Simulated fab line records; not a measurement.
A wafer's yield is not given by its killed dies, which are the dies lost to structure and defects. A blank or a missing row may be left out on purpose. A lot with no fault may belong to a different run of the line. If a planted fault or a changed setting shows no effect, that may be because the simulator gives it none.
Which of the tools did it?	flow n5 finfet	21 lots with 63 wafers sampled at 6 steps, on a route of 1938 steps

== WHAT THE GAUGES READ, wafer by wafer ==
Not one reading of a measure or inspect step in the record can be checked against a usual standard deviation.

== WHICH TOOL RAN EACH LOT (tool, then ch and the chambers of the sampled wafers, then the start) ==
lot	N5_DUMMY_GATE_STRIP_48	N5_SD_EPI_N_ETCH_16	N5_SD_EPI_P_ETCH_47	N5_SDB_HM_DEP_00	N5_SDB_DESCUM_16	N5_SDB_CUT_ETCH_26
L074	rie diel-06 ch 0,2, day 3 03:16	rie diel-01 ch 0,1,2, day 3 05:10	rie diel-06 ch 0,1,3, day 3 09:29	pecvd-04 ch 0,1, day 3 19:54	rie diel-01 ch 0,1,3, day 3 20:26	rie si-06 ch 2,3, day 3 21:19
L075	rie diel-06 ch 0,2,3, day 3 10:16	rie diel-04 ch 0,2,3, day 3 12:11	rie diel-06 ch 0,1,2, day 3 17:49	pecvd-04 ch 0,1,2, day 4 07:17	rie diel-04 ch 0,2,3, day 4 07:41	rie si-02 ch 0,1,3, day 4 08:40
L076	rie diel-06 ch 0,2, day 3 11:10	rie diel-01 ch 0,1, day 3 13:11	rie diel-05 ch 1,3, day 3 18:02	pecvd-01 ch 0,1,2, day 4 04:22	rie diel-04 ch 0,3, day 4 04:53	rie si-02 ch 0,3, day 4 05:31
L077	rie diel-03 ch 1,2,3, day 3 19:12	rie diel-02 ch 0,1, day 3 21:11	rie diel-06 ch 0,1,3, day 4 02:08	pecvd-02 ch 0,1,2, day 4 12:45	rie diel-01 ch 2,3, day 4 13:16	rie si-02 ch 0,1,3, day 4 13:56
L078	rie diel-03 ch 0,1,2, day 3 23:10	rie diel-04 ch 0,2, day 4 01:04	rie diel-03 ch 0,1,3, day 4 06:41	pecvd-01 ch 0,1, day 5 08:16	rie diel-02 ch 1,2,3, day 5 08:40	rie si-01 ch 0,2,3, day 5 09:17
L079	rie diel-06 ch 1,2,3, day 4 07:16	rie diel-04 ch 0,2,3, day 4 09:40	rie diel-06 ch 0,1,2, day 4 13:52	pecvd-01 ch 0,1, day 5 08:46	rie diel-02 ch 0,1, day 5 09:18	rie si-02 ch 1,2,3, day 5 09:58
L080	rie diel-03 ch 0,2,3, day 4 15:26	rie diel-01 ch 0,1,2, day 4 17:20	rie diel-05 ch 1,2, day 4 21:32	pecvd-02 ch 0,1,2, day 5 10:26	rie diel-02 ch 0,2,3, day 5 10:58	rie si-06 ch 1,2, day 5 11:35
L081	rie diel-06 ch 1,2,3, day 4 18:55	rie diel-04 ch 1,2, day 4 21:10	rie diel-05 ch 2,3, day 5 01:30	pecvd-01 ch 0,2, day 5 14:56	rie diel-01 ch 0,3, day 5 15:29	rie si-01 ch 2,3, day 5 16:08
L082	rie diel-06 ch 0,2, day 4 23:05	rie diel-01 ch 0,1,3, day 5 00:59	rie diel-03 ch 1,2, day 5 05:21	pecvd-04 ch 0,1,2, day 5 16:00	rie diel-02 ch 1,2,3, day 5 16:43	rie si-02 ch 1,3, day 5 17:28
L084	rie diel-06 ch 0,1,3, day 5 10:44	rie diel-04 ch 0,2,3, day 5 14:27	rie diel-06 ch 1,2,3, day 5 19:27	pecvd-01 ch 1,2, day 6 06:56	rie diel-01 ch 0,1,3, day 6 07:21	rie si-06 ch 1,2,3, day 6 07:58
L085	rie diel-03 ch 1,2,3, day 5 16:23	rie diel-02 ch 1,2,3, day 5 18:10	rie diel-03 ch 1,2,3, day 5 22:29	pecvd-04 ch 0,1,2, day 6 09:04	rie diel-02 ch 0,1,3, day 6 09:31	rie si-06 ch 1,2,3, day 6 10:07
L086	rie diel-03 ch 1,2,3, day 6 04:23	rie diel-01 ch 0,3, day 6 06:48	rie diel-06 ch 1,2,3, day 6 11:05	pecvd-04 ch 0,1,2, day 7 01:10	rie diel-04 ch 0,1,2, day 7 01:34	rie si-01 ch 1,2, day 7 02:10
L088	rie diel-06 ch 2,3, day 6 13:03	rie diel-01 ch 0,3, day 6 14:57	rie diel-03 ch 0,3, day 6 19:17	pecvd-01 ch 0,2, day 7 06:22	rie diel-02 ch 1,3, day 7 06:46	rie si-06 ch 0,1, day 7 07:55
L089	rie diel-03 ch 0,1,3, day 6 16:37	rie diel-01 ch 0,2, day 6 18:23	rie diel-03 ch 1,2,3, day 7 01:04	pecvd-01 ch 0,1, day 7 12:10	rie diel-04 ch 0,1, day 7 12:42	rie si-06 ch 0,2,3, day 7 13:30
L090	rie diel-06 ch 1,2,3, day 6 23:47	rie diel-02 ch 2,3, day 7 02:01	rie diel-03 ch 0,1,3, day 7 06:55	pecvd-01 ch 0,2, day 7 17:37	rie diel-02 ch 1,2,3, day 7 18:13	rie si-06 ch 1,2,3, day 7 19:02
L091	rie diel-06 ch 0,2,3, day 7 05:26	rie diel-04 ch 0,1, day 7 07:38	rie diel-03 ch 1,2, day 7 12:08	pecvd-04 ch 0,1,2, day 7 23:18	rie diel-01 ch 1,3, day 7 23:50	rie si-02 ch 1,2,3, day 8 00:39
L092	rie diel-05 ch 1,2, day 7 10:25	rie diel-02 ch 2,3, day 7 12:11	rie diel-06 ch 1,2,3, day 7 17:37	pecvd-04 ch 0,1,2, day 8 04:12	rie diel-02 ch 1,2,3, day 8 04:44	rie si-06 ch 0,2,3, day 8 05:34
L093	rie diel-06 ch 0,2,3, day 7 17:03	rie diel-02 ch 1,2,3, day 7 19:38	rie diel-06 ch 0,2, day 8 00:10	pecvd-02 ch 0,1,2, day 8 12:59	rie diel-04 ch 2,3, day 8 13:23	rie si-01 ch 1,2, day 8 14:25
L094	rie diel-06 ch 0,2,3, day 8 02:01	rie diel-02 ch 0,2,3, day 8 03:47	rie diel-03 ch 0,1,3, day 8 08:08	pecvd-02 ch 0,1,2, day 8 19:30	rie diel-02 ch 1,2,3, day 8 20:05	rie si-01 ch 1,2,3, day 8 20:49
L095	rie diel-03 ch 1,2,3, day 8 06:38	rie diel-04 ch 0,1,2, day 8 08:31	rie diel-05 ch 1,2, day 8 13:03	pecvd-02 ch 0,1, day 9 00:18	rie diel-04 ch 1,2,3, day 9 00:43	rie si-01 ch 0,3, day 9 01:20
L097	rie diel-03 ch 1,2, day 8 22:14	rie diel-01 ch 1,2, day 9 00:10	rie diel-05 ch 0,1,3, day 9 04:40	pecvd-04 ch 0,2, day 9 15:20	rie diel-02 ch 0,1, day 9 15:53	rie si-01 ch 0,3, day 9 16:29
- N5_DUMMY_GATE_STRIP_48: strips in N2/H2, time 20 s.
- N5_SD_EPI_N_ETCH_16: etches SiO2 in CHF3/O2, target depth 5 nm.
- N5_SD_EPI_P_ETCH_47: etches SiOCN in CH3F/O2, target depth 25 nm.
- N5_SDB_HM_DEP_00: deposits SiNx from SiH4/NH3/N2, target thk 40 nm, time 35.3 s.
- N5_SDB_DESCUM_16: chemistry O2, time 7.9 s.
- N5_SDB_CUT_ETCH_26: etches Si in HBr/Cl2/O2, target depth 129.6 nm, bt time 20 s, time 51.8 s.

== WHAT THE TOOLS THEMSELVES READ (means of the sampled wafers that have a number; where no wafer has one, the mark that the record gives instead) ==
N5_DUMMY_GATE_STRIP_48. Usual: drypump motor current A 5.5 A, standard deviation 0.33; oes product au 0.77 a.u., standard deviation 0.069; rf vpp V 45.4 V, standard deviation 0.8; showerhead plenum p Torr 3.37 Torr, standard deviation 0.08; throttle valve pct 12.26 %, standard deviation 0.23.
lot	tool	drypump motor current A (A)	oes product au (a.u.)	rf vpp V (V)	showerhead plenum p Torr (Torr)	throttle valve pct (%)	flag
L074	rie diel-06	5.5	0.78	46.2	3.39	12.30	
L075	rie diel-06	5.5	0.77	45.5	3.38	12.33	
L076	rie diel-06	5.7	0.82	44.9	3.41	12.22	
L077	rie diel-03	5.4	0.80	45.6	3.44	12.08	
L078	rie diel-03	5.7	0.76	44.8	3.42	12.07	
L079	rie diel-06	5.6	0.75	45.0	3.32	12.35	
L080	rie diel-03	5.9	0.73	45.4	3.41	12.25	
L081	rie diel-06	5.6	0.74	44.9	3.31	12.37	
L082	rie diel-06	5.7	0.80	45.4	3.40	12.25	
L084	rie diel-06	5.4	0.71	45.8	3.29	12.47	
L085	rie diel-03	5.5	0.77	45.3	3.43	12.12	
L086	rie diel-03	5.5	0.78	45.6	3.43	12.13	
L088	rie diel-06	5.4	0.74	44.8	3.35	12.40	
L089	rie diel-03	5.6	0.86	45.7	3.38	12.05	
L090	rie diel-06	5.6	0.72	44.8	3.31	12.41	
L091	rie diel-06	5.5	0.74	45.2	3.36	12.40	
L092	rie diel-05	5.2	0.86	45.7	3.34	12.03	
L093	rie diel-06	5.5	0.74	44.8	3.36	12.41	
L094	rie diel-06	5.4	0.74	45.5	3.36	12.42	
L095	rie diel-03	5.5	0.76	46.6	3.43	12.17	
L097	rie diel-03	5.6	0.74	45.8	3.45	12.04	

N5_SD_EPI_N_ETCH_16. Usual: drypump motor current A 5.5 A, standard deviation 0.36; oes product au 0.83 a.u., standard deviation 0.093; rf vpp V 525 V, standard deviation 7.8; showerhead plenum p Torr 2.46 Torr, standard deviation 0.065; throttle valve pct 18.85 %, standard deviation 0.18.
lot	tool	drypump motor current A (A)	oes product au (a.u.)	rf vpp V (V)	showerhead plenum p Torr (Torr)	throttle valve pct (%)	flag
L074	rie diel-01	5.8	0.89	534	2.54	18.70	
L075	rie diel-04	5.6	0.87	518	2.44	18.89	
L076	rie diel-01	5.7	0.79	532	2.52	18.82	
L077	rie diel-02	5.3	0.77	525	2.47	19.17	
L078	rie diel-04	5.6	0.80	519	2.41	18.94	
L079	rie diel-04	5.6	0.85	519	2.44	18.91	
L080	rie diel-01	5.8	0.85	533	2.53	18.72	
L081	rie diel-04	5.4	0.95	514	2.40	18.77	
L082	rie diel-01	5.6	0.86	529	2.47	18.75	
L084	rie diel-04	5.6	0.83	518	2.43	18.91	
L085	rie diel-02	5.1	0.79	529	2.45	18.91	
L086	rie diel-01	5.4	0.91	532	2.49	18.65	
L088	rie diel-01	5.5	0.91	526	2.42	18.66	
L089	rie diel-01	5.6	0.90	538	2.55	18.64	
L090	rie diel-02	5.2	0.75	529	2.47	18.84	
L091	rie diel-04	5.6	0.78	519	2.37	18.95	
L092	rie diel-02	5.2	0.74	529	2.47	18.85	
L093	rie diel-02	5.1	0.77	529	2.44	18.94	
L094	rie diel-02	5.4	0.72	528	2.46	18.99	
L095	rie diel-04	5.5	0.82	517	2.40	18.92	
L097	rie diel-01	6.0	0.75	528	2.50	18.88	

N5_SD_EPI_P_ETCH_47. Usual: drypump motor current A 5.5 A, standard deviation 0.38; oes product au 0.77 a.u., standard deviation 0.078; rf vpp V 127.1 V, standard deviation 1.4; showerhead plenum p Torr 2.00 Torr, standard deviation 0.049; throttle valve pct 16.35 %, standard deviation 0.23.
lot	tool	drypump motor current A (A)	oes product au (a.u.)	rf vpp V (V)	showerhead plenum p Torr (Torr)	throttle valve pct (%)	flag
L074	rie diel-06	5.4	0.72	127.1	1.96	16.55	
L075	rie diel-06	5.6	0.75	125.9	1.98	16.44	
L076	rie diel-05	5.2	0.84	130.0	2.01	16.05	
L077	rie diel-06	5.4	0.72	126.8	1.96	16.55	
L078	rie diel-03	5.6	0.77	126.9	2.01	16.34	
L079	rie diel-06	5.6	0.76	126.2	1.98	16.45	
L080	rie diel-05	5.5	0.86	126.7	2.00	16.38	
L081	rie diel-05	5.5	0.81	129.0	2.02	16.24	
L082	rie diel-03	5.3	0.81	128.2	2.05	16.09	
L084	rie diel-06	5.5	0.74	126.8	1.96	16.49	
L085	rie diel-03	5.4	0.77	126.7	2.04	16.26	
L086	rie diel-06	5.6	0.73	126.3	1.96	16.50	
L088	rie diel-03	6.0	0.90	126.2	1.98	16.17	
L089	rie diel-03	5.4	0.77	127.1	2.04	16.28	
L090	rie diel-03	5.6	0.84	127.2	2.00	16.23	
L091	rie diel-03	5.6	0.74	128.5	2.06	16.13	
L092	rie diel-06	5.6	0.72	127.4	1.96	16.53	
L093	rie diel-06	5.7	0.77	127.2	2.01	16.46	
L094	rie diel-03	5.6	0.84	127.2	2.00	16.24	
L095	rie diel-05	5.3	0.85	126.8	1.97	16.26	
L097	rie diel-05	5.1	0.77	127.2	1.98	16.29	

N5_SDB_HM_DEP_00. Usual: heater power w 705 W, standard deviation 98; showerhead plenum p Torr 5.12 Torr, standard deviation 0.062; throttle valve pct 39.6 %, standard deviation 1.4.
lot	tool	heater power w (W)	showerhead plenum p Torr (Torr)	throttle valve pct (%)	flag
L074	pecvd-04	835	5.21	40.4	
L075	pecvd-04	804	5.17	39.8	
L076	pecvd-01	673	5.10	39.1	
L077	pecvd-02	664	5.09	39.8	
L078	pecvd-01	657	5.09	38.6	
L079	pecvd-01	698	5.09	38.5	
L080	pecvd-02	664	5.09	39.9	
L081	pecvd-01	643	5.09	37.8	
L082	pecvd-04	793	5.18	39.9	
L084	pecvd-01	676	5.13	39.8	
L085	pecvd-04	785	5.18	40.0	
L086	pecvd-04	756	5.17	40.1	
L088	pecvd-01	686	5.10	38.9	
L089	pecvd-01	633	5.09	38.5	
L090	pecvd-01	676	5.09	38.1	
L091	pecvd-04	783	5.18	40.0	
L092	pecvd-04	789	5.17	40.0	
L093	pecvd-02	635	5.09	40.1	
L094	pecvd-02	639	5.09	40.0	
L095	pecvd-02	698	5.13	40.8	
L097	pecvd-04	842	5.14	39.1	

N5_SDB_DESCUM_16. Usual: drypump motor current A 5.4 A, standard deviation 0.4; o2 flow sccm 225.0 sccm, standard deviation 0.65; oes product au 0.81 a.u., standard deviation 0.089; rf vpp V 243.8 V, standard deviation 1.2; showerhead plenum p Torr 2.13 Torr, standard deviation 0.051; throttle valve pct 20.45 %, standard deviation 0.21.
lot	tool	drypump motor current A (A)	o2 flow sccm (sccm)	oes product au (a.u.)	rf vpp V (V)	showerhead plenum p Torr (Torr)	throttle valve pct (%)	flag
L074	rie diel-01	5.6	225.3	0.89	244.4	2.15	20.22	
L075	rie diel-04	5.6	224.8	0.86	243.6	2.12	20.45	
L076	rie diel-04	5.7	224.3	0.80	243.9	2.10	20.49	
L077	rie diel-01	6.0	225.6	0.95	244.6	2.18	20.22	
L078	rie diel-02	5.1	225.5	0.79	243.5	2.13	20.42	
L079	rie diel-02	5.4	225.2	0.75	243.1	2.15	20.74	
L080	rie diel-02	5.4	225.0	0.74	244.5	2.15	20.48	
L081	rie diel-01	5.4	225.5	0.91	245.0	2.16	20.17	
L082	rie diel-02	5.1	224.5	0.78	243.8	2.13	20.41	
L084	rie diel-01	5.6	225.3	0.84	244.2	2.14	20.25	
L085	rie diel-02	5.1	225.2	0.77	244.8	2.15	20.58	
L086	rie diel-04	5.5	225.6	0.84	243.1	2.09	20.46	
L088	rie diel-02	4.8	225.9	0.81	243.6	2.13	20.51	
L089	rie diel-04	5.5	225.2	0.85	242.4	2.06	20.44	
L090	rie diel-02	5.1	224.9	0.77	244.5	2.12	20.44	
L091	rie diel-01	5.8	224.8	0.76	243.0	2.12	20.37	
L092	rie diel-02	5.1	225.3	0.76	244.3	2.12	20.44	
L093	rie diel-04	5.5	224.0	0.85	243.4	2.13	20.46	
L094	rie diel-02	5.1	225.0	0.75	243.4	2.12	20.45	
L095	rie diel-04	5.5	224.5	0.87	243.1	2.10	20.43	
L097	rie diel-02	5.3	224.7	0.73	243.7	2.14	20.81	

N5_SDB_CUT_ETCH_26. Usual: drypump motor current A 5.6 A, standard deviation 0.51; he backside leak sccm 2.9 sccm, standard deviation 0.3; oes product au 0.994 a.u., standard deviation 0.011; throttle valve pct 37.20 %, standard deviation 0.27.
lot	tool	drypump motor current A (A)	he backside leak sccm (sccm)	oes product au (a.u.)	throttle valve pct (%)	flag
L074	rie si-06	6.2	2.9	0.989	37.13	
L075	rie si-02	5.9	2.9	1.002	37.25	
L076	rie si-02	5.9	2.6	0.994	37.25	
L077	rie si-02	5.9	3.0	1.002	37.23	
L078	rie si-01	5.4	2.9	0.997	37.28	
L079	rie si-02	5.8	3.0	0.989	37.28	
L080	rie si-06	5.7	2.9	0.990	36.92	
L081	rie si-01	4.9	3.0	0.990	37.30	
L082	rie si-02	6.0	2.9	0.993	37.13	
L084	rie si-06	5.8	2.9	0.987	36.98	
L085	rie si-06	5.8	2.8	0.990	36.99	
L086	rie si-01	5.5	2.9	0.993	37.07	
L088	rie si-06	5.0	2.8	0.993	37.07	
L089	rie si-06	5.7	3.6	0.989	37.31	
L090	rie si-06	5.7	2.8	0.993	36.98	
L091	rie si-02	5.8	3.0	0.993	37.29	
L092	rie si-06	5.7	2.8	0.990	37.32	
L093	rie si-01	5.6	2.7	0.996	37.08	
L094	rie si-01	5.2	2.9	0.998	37.19	
L095	rie si-01	5.2	2.9	1.000	37.41	
L097	rie si-01	5.2	2.9	0.999	37.40	

== THE ANSWER, worked out from the rows above alone ==
Rule: a lot is off if the mean of its wafers that have a number lies more than 3 standard deviations from the usual mean. Also off: a lot with no number at a reading for which 4 or more lots have one. All remaining lots with rows at the step are treated as sound. The gauges are gone through in route order, then the tools' own readings, and for those a lot's mean is taken as printed above. The first step at which some lot is off is used, and at that step the reading that is off furthest; a lot without a number counts as furthest.
None of the lots is off at any reading shown; this tells nothing.

== WHAT THE SIMULATOR PUT IN ==
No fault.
